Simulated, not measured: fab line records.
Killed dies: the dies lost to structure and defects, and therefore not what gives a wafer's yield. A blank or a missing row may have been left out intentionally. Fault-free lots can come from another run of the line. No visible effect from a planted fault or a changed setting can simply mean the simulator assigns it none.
fab line records	flow n5_finfet
record lots=9	wafers=26	last_day=17
route steps=1938 shown BEOL_M1@753 BEOL_M4@1111
lots that met no fault: taken from a fault-free run of the same line
start_h: hours from the record's opening day to when the first of the lot's shown wafers began	wait_h: hours from the lot's prior step to this one	" repeats the value in the row above	L1.1+2: several wafers, shown together as one row	- either no value or no given start	* or withheld: withheld	< > ~ a bound
route shown NAME@n: names a module that has steps shown in the file, with the first one's number in the route	usual: mean/standard deviation of fault-free wafers	same: alike in all rows	chamber/n: place in a boat	sites: per-site readings	_std_site: standard deviation across them	_edge_site: mean of outer sites minus mean of inner sites	radius_mm: for every site, how far away it sits from the centre of the wafer	mask NAME#n: copy n	behind: the last tool/chamber to shape the wafer	hold: why the lot was held/for how many hours/how that ended	device: the transistor (n, p or np) that didn't switch	end of line: the route-end tests of the same wafers	for a step that has no rows: nothing shown but its recipe	killed: dies lost to structure and defects at the first sort, not the wafer's yield	map: a wafer's dies, marking killed ones x, the rest . and places with no die _
set.NAME: the run value of the setting; set.NAME@STEP: its run value at that earlier step	model.NAME: the simulator's own value behind a step, which no gauge read
route steps across a sampled set of lots; one table per step, one row per wafer
services: when a tool's chamber went out of use (start_h, in hours from the record's first day, below 0 if earlier), for how many hours, and the reason
## steps
# step N5_BEOL_M1_PECVD_72
# recipe material=SiO2	target_thk_a=160	temp_c=400	precursor=TEOS/O2	pressure_torr=5.5	rf_w=450	teos_flow_sccm=53.8	gas=O2	flow_sccm=3000	time_s=18
# usual heater_power_w=741/160	showerhead_plenum_p_Torr=8.79/0.078	throttle_valve_pct=21.9/1.1
lot.wafer	tool	chamber	start_h	wait_h	heater_power_w	showerhead_plenum_p_Torr	throttle_valve_pct
L863.1	pecvd-03	1	124.07	0.0	942	8.73	23.3
L863.2	"	2	"	"	911	8.79	21.2
L863.5	"	1	"	"	950	8.70	23.4
L867.2	pecvd-03	1	145.06	0.0	968	8.69	23.4
L867.3	"	2	"	"	895	8.78	21.3
L867.6	"	2	"	"	896	8.80	21.2
L868.1	pecvd-02	0	147.95	0.0	579	8.85	22.4
L868.4	"	2	"	"	935	8.76	19.8
L868.6	"	0	"	"	593	8.88	22.4
L870.3	pecvd-03	1	168.58	0.0	949	8.72	23.4
L870.4	"	2	"	"	877	8.79	21.2
L870.5	"	0	"	"	696	8.88	21.7
L875.1	pecvd-02	0	195.59	0.0	577	8.89	22.4
L875.2	"	1	"	"	699	8.80	22.7
L875.4	"	2	"	"	932	8.80	19.5
L876.1	pecvd-04	2	196.75	0.0	561	8.57	21.7
L876.5	"	0	"	"	502	8.82	21.6
L876.6	"	1	"	"	877	8.81	22.1
L877.1	pecvd-02	1	213.45	0.0	616	8.79	22.9
L877.4	"	2	"	"	952	8.79	19.8
L884.3	pecvd-03	0	256.52	0.0	679	8.88	22.0
L884.5	"	1	"	"	976	8.71	23.2
L884.6	"	2	"	"	727	8.77	19.8
L885.1	pecvd-03	2	261.25	0.0	857	8.76	19.7
L885.4	"	0	"	"	638	8.87	22.1
L885.6	"	2	"	"	678	8.76	19.7
# step N5_BEOL_M1_SPUTTER_88
# recipe material=Cu	target_thk_a=45	temp_c=-20	chamber_pressure_pa=0.07	power_w=withheld	time_s=8.29
# usual chamber_pressure_pa=0.07/0.00013	throttle_valve_pct=29.9/0.97
lot.wafer	tool	chamber	start_h	wait_h	chamber_pressure_pa	throttle_valve_pct
L863.1	pvd_sputter-01	-	132.58	0.1	0.07007	30.1
L863.2	"	-	"	"	0.0702	30.0
L863.5	"	-	"	"	0.07005	30.3
L867.2	pvd_sputter-03	-	151.39	0.1	0.06999	29.9
L867.3	"	-	"	"	0.07001	29.9
L867.6	"	-	"	"	0.06993	29.8
L868.1	pvd_sputter-01	-	153.99	0.1	0.07011	30.6
L868.4	"	-	"	"	0.06997	30.3
L868.6	"	-	"	"	0.07012	30.2
L870.3	pvd_sputter-02	-	175.14	0.1	0.06991	28.0
L870.4	"	-	"	"	0.0701	29.0
L870.5	"	-	"	"	0.07021	29.0
L875.1	pvd_sputter-01	-	202.44	0.1	0.07007	30.6
L875.2	"	-	"	"	0.06992	29.5
L875.4	"	-	"	"	0.07018	30.4
L876.1	pvd_sputter-01	-	208.72	0.1	0.06989	30.1
L876.5	"	-	"	"	0.07006	30.3
L876.6	"	-	"	"	0.06998	30.5
L877.1	pvd_sputter-03	-	222.29	0.1	0.07015	30.1
L877.4	"	-	"	"	0.06982	29.7
L884.3	pvd_sputter-02	-	270.39	0.1	0.06994	29.0
L884.5	"	-	"	"	0.07003	28.9
L884.6	"	-	"	"	0.07005	28.8
L885.1	pvd_sputter-02	-	273.43	0.1	0.07012	29.0
L885.4	"	-	"	"	0.06979	30.3
L885.6	"	-	"	"	0.07005	27.8
# step N5_BEOL_M1_ANNEAL_89
# recipe temp_c=400	time_s=240	ambient=vacuum
# usual heater_power_w=826/62	susceptor_temp_C_max=401.0/0.44
lot.wafer	tool	chamber	start_h	wait_h	heater_power_w	susceptor_temp_C_max
L863.1	pvd_sputter-01	-	132.66	0.0	857	401.9
L863.2	"	-	"	"	806	401.4
L863.5	"	-	"	"	906	401.7
L867.2	pvd_sputter-03	-	151.47	0.0	903	400.7
L867.3	"	-	"	"	952	400.3
L867.6	"	-	"	"	969	400.7
L868.1	pvd_sputter-01	-	154.07	0.0	810	401.3
L868.4	"	-	"	"	876	401.4
L868.6	"	-	"	"	802	401.2
L870.3	pvd_sputter-02	-	175.22	0.0	776	401.3
L870.4	"	-	"	"	754	400.6
L870.5	"	-	"	"	865	400.4
L875.1	pvd_sputter-01	-	202.52	0.0	882	401.3
L875.2	"	-	"	"	778	400.6
L875.4	"	-	"	"	826	401.4
L876.1	pvd_sputter-01	-	208.80	0.0	884	401.1
L876.5	"	-	"	"	893	400.8
L876.6	"	-	"	"	833	401.1
L877.1	pvd_sputter-03	-	222.37	0.0	957	400.5
L877.4	"	-	"	"	914	400.8
L884.3	pvd_sputter-02	-	270.47	0.0	746	400.7
L884.5	"	-	"	"	777	400.9
L884.6	"	-	"	"	871	400.6
L885.1	pvd_sputter-02	-	273.51	0.0	855	400.6
L885.4	"	-	"	"	754	400.8
L885.6	"	-	"	"	774	400.8
# step N5_BEOL_M1_SPUTTER_92
# recipe material=Cu	target_thk_a=45	temp_c=-20	chamber_pressure_pa=0.07	power_w=withheld	time_s=8.29
# usual chamber_pressure_pa=0.06998/0.00014	throttle_valve_pct=29.9/1
lot.wafer	tool	chamber	start_h	wait_h	chamber_pressure_pa	throttle_valve_pct
L863.1	pvd_sputter-01	-	133.02	0.1	0.06985	30.0
L863.2	"	-	"	"	0.06988	30.4
L863.5	"	-	"	"	0.06988	30.3
L867.2	pvd_sputter-03	-	151.83	0.1	0.06991	29.9
L867.3	"	-	"	"	0.07006	30.1
L867.6	"	-	"	"	0.07018	29.8
L868.1	pvd_sputter-01	-	154.43	0.1	0.06977	30.4
L868.4	"	-	"	"	0.06984	30.3
L868.6	"	-	"	"	0.06998	30.1
L870.3	pvd_sputter-02	-	175.58	0.1	0.07017	28.1
L870.4	"	-	"	"	0.0701	29.0
L870.5	"	-	"	"	0.07021	28.8
L875.1	pvd_sputter-01	-	202.88	0.1	0.06975	30.4
L875.2	"	-	"	"	0.06981	29.7
L875.4	"	-	"	"	0.07023	30.6
L876.1	pvd_sputter-01	-	209.16	0.1	0.06991	30.6
L876.5	"	-	"	"	0.07009	30.3
L876.6	"	-	"	"	0.06983	30.7
L877.1	pvd_sputter-03	-	222.73	0.1	0.07018	30.2
L877.4	"	-	"	"	0.07017	29.9
L884.3	pvd_sputter-02	-	270.83	0.1	0.06992	28.5
L884.5	"	-	"	"	0.07002	28.8
L884.6	"	-	"	"	0.0703	29.1
L885.1	pvd_sputter-02	-	273.87	0.1	0.07012	29.1
L885.4	"	-	"	"	0.07003	30.8
L885.6	"	-	"	"	0.07004	27.7
# step N5_BEOL_M1_CMP_52
# recipe stop_on=SiOC	t_overpolish_s=6.8	down_force_psi=1	platen_rpm=50	clearing_platen_down_force_psi=1.5	clearing_platen_rpm=50	post_cmp_clean=cu_alkaline	target_thk_nm=40	clearing_platen_pad_velocity_m_s=0.99484	pad_velocity_m_s=0.99484
# usual barrier_field_endpoint_s=25.2/0.79	motor_current_A=6.4/0.54	slurry_flow_ml_min=149.9/0.45
lot.wafer	tool	chamber	start_h	wait_h	barrier_field_endpoint_s	motor_current_A	slurry_flow_ml_min
L863.1	cmp-04	3	133.95	0.3	26.9	7.1	149.6
L863.2	"	2	"	"	25.9	6.4	150.6
L863.5	"	3	"	"	26.2	6.9	149.0
L867.2	cmp-04	0	152.76	0.2	25.6	5.4	150.4
L867.3	"	3	"	"	25.5	6.8	150.6
L867.6	"	1	"	"	26.7	6.3	151.0
L868.1	cmp-03	3	155.36	0.3	25.7	6.0	149.9
L868.4	"	0	"	"	26.8	6.7	150.0
L868.6	"	3	"	"	26.2	5.8	149.9
L870.3	cmp-02	2	176.62	0.3	25.6	6.6	150.5
L870.4	"	3	"	"	24.3	6.5	149.5
L870.5	"	1	"	"	25.8	6.1	149.8
L875.2	cmp-02	0	203.81	0.2	25.4	6.7	149.5
L875.1	"	1	"	"	25.3	5.9	150.3
L875.4	"	2	"	"	25.4	7.3	149.5
L876.1	cmp-04	0	210.40	0.6	24.4	5.4	149.9
L876.6	"	2	"	"	25.8	6.5	149.8
L876.5	"	3	"	"	25.1	6.6	149.8
L877.1	cmp-04	0	223.70	0.3	25.5	5.6	150.5
L877.4	"	3	"	"	19.5	6.9	149.6
L884.3	cmp-02	3	271.81	0.2	23.5	6.0	150.4
L884.5	"	2	"	"	24.4	7.1	150.2
L884.6	"	3	"	"	23.9	6.0	149.6
L885.4	cmp-02	3	274.91	0.2	24.7	6.4	150.3
L885.1	"	1	"	"	25.1	6.4	150.4
L885.6	"	2	"	"	24.5	7.1	149.9
# step N5_BEOL_M4_RC_MEAS_101
# usual DIBL_N=36.6/1.7	DIBL_P=36.7/2	IOFF_N=0.16/0.033	IOFF_P=0.22/0.04	ION_N=673/12	ION_P=463/7.9	SS_N=71.7/0.58	SS_P=73.3/0.64	VT_N=249/3.3	VT_P=-249/3.1
lot.wafer	tool	chamber	start_h	wait_h	DIBL_N[mV/V]	DIBL_P[mV/V]	IOFF_N[nA/um]	IOFF_P[nA/um]	ION_N[uA/um]	ION_P[uA/um]	SS_N[mV/dec]	SS_P[mV/dec]	VT_N[mV]	VT_P[mV]
L863.1	prober-01	0	168.23	0.0	38.0	37.8	0.16	0.25	675	466	71.7	74.1	250	-247
L863.2	"	0	"	"	36.7	37.3	0.15	0.24	668	464	71.6	74.2	250	-247
L863.5	"	0	"	"	36.3	36.9	0.15	0.23	670	467	72.2	73.8	250	-248
L867.2	prober-01	0	189.17	0.2	34.2	32.2	0.10	0.16	654	450	70.8	72.2	257	-253
L867.3	"	0	"	"	38.3	36.5	0.18	0.22	671	461	71.7	73.6	250	-249
L867.6	"	0	"	"	37.9	36.1	0.16	0.21	673	459	72.9	73.3	251	-251
L868.1	prober-01	0	191.88	0.0	35.6	35.5	0.15	0.20	684	469	71.3	73.0	249	-251
L868.4	"	0	"	"	34.0	33.0	0.11	0.17	660	462	70.4	72.5	253	-252
L868.6	"	0	"	"	37.5	38.0	0.18	0.24	686	470	71.9	73.6	245	-247
L870.3	prober-02	0	206.87	0.3	36.4	33.6	0.15	0.16	659	444	72.3	72.5	252	-255
L870.4	"	0	"	"	35.3	33.9	0.13	0.17	662	460	71.5	72.7	254	-250
L870.5	"	0	"	"	37.1	35.6	0.15	0.19	655	451	72.4	73.2	253	-251
L875.1	prober-01	0	239.00	0.0	38.0	36.8	0.17	0.23	673	459	72.2	73.5	249	-250
L875.2	"	0	"	"	38.7	37.3	0.19	0.25	683	459	72.0	74.0	248	-247
L875.4	"	0	"	"	37.4	36.1	0.16	0.23	670	462	71.8	73.5	250	-248
L876.1	prober-02	0	242.03	0.0	37.9	37.2	0.17	0.22	676	457	72.0	73.1	249	-250
L876.5	"	0	"	"	35.9	35.2	0.13	0.20	666	456	71.5	72.8	252	-249
L876.6	"	0	"	"	38.4	38.3	0.20	0.25	698	477	72.0	73.8	246	-245
L877.1	prober-01	0	266.99	0.0	35.8	36.1	0.14	0.21	670	464	71.4	72.9	253	-250
L877.4	"	0	"	"	38.3	39.4	0.19	0.27	676	463	71.7	73.5	249	-248
L884.3	prober-02	0	311.96	0.3	38.8	39.4	0.23	0.33	705	492	72.3	74.1	243	-241
L884.5	"	0	"	"	39.8	39.9	0.24	0.33	710	487	71.7	73.6	243	-240
L884.6	"	0	"	"	38.0	37.9	0.19	0.29	676	473	71.3	73.4	247	-245
L885.1	prober-02	0	313.96	0.0	36.0	37.2	0.16	0.20	664	458	71.9	73.5	247	-250
L885.4	"	0	"	"	36.1	37.1	0.16	0.21	664	455	71.8	73.3	251	-250
L885.6	"	0	"	"	35.2	37.1	0.15	0.21	675	465	71.7	73.1	250	-249
## services
tool	chamber	start_h	hours	kind
cmp-02	-	104.15	4.2	pm
pvd_sputter-02	-	126.57	5.3	repair
cmp-03	-	127.94	1.8	repair
pecvd-02	0	128.09	4.4	repair
cmp-04	-	156.81	4.5	pm
pecvd-03	0	179.45	4.6	repair
cmp-04	-	179.59	0.5	repair
pecvd-03	2	202.38	-	clean
pecvd-03	2	202.38	-	consumable_replace:showerhead
pecvd-03	2	202.38	29.0	scheduled_down
pecvd-03	2	202.38	29.0	vent_cycle
cmp-02	-	216.64	14.7	repair
pecvd-04	-	217.39	1.0	repair
cmp-04	-	218.55	3.3	repair
cmp-04	-	229.50	0.2	repair
cmp-04	-	231.14	4.0	pm
pvd_sputter-03	-	235.09	39.9	repair
cmp-02	-	248.48	4.0	pm
cmp-02	-	252.48	-	consumable_replace:conditioner
cmp-02	-	252.48	-	consumable_replace:pad
cmp-03	-	255.72	0.7	repair
pecvd-02	2	257.54	8.1	repair
pecvd-02	-	258.78	6.9	repair
cmp-02	-	259.60	0.7	repair
## key
first_sign step=N5_BEOL_M1_CMP_52	reading=barrier_field_endpoint_s	direction=down	sigmas=7.1	usual=25.2	struck=19.5
effect none on later readings
met_at N5_BEOL_M1_PECVD_72
struck_lots L877
struck_wafers L877.4
not_acting_at N5_BEOL_M1_SPUTTER_88,N5_BEOL_M1_ANNEAL_89,N5_BEOL_M1_SPUTTER_92
onset_between 195.59 213.45
fault kind=process_parameter_drift	tool=pecvd-02	chamber=-	onset_h=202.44	steps=N5_BEOL_M1_PECVD_72	channel=time_s	offset=*	shape=step	end_h=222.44	scope=struck_wafers_only	acts_in=*	stated=*
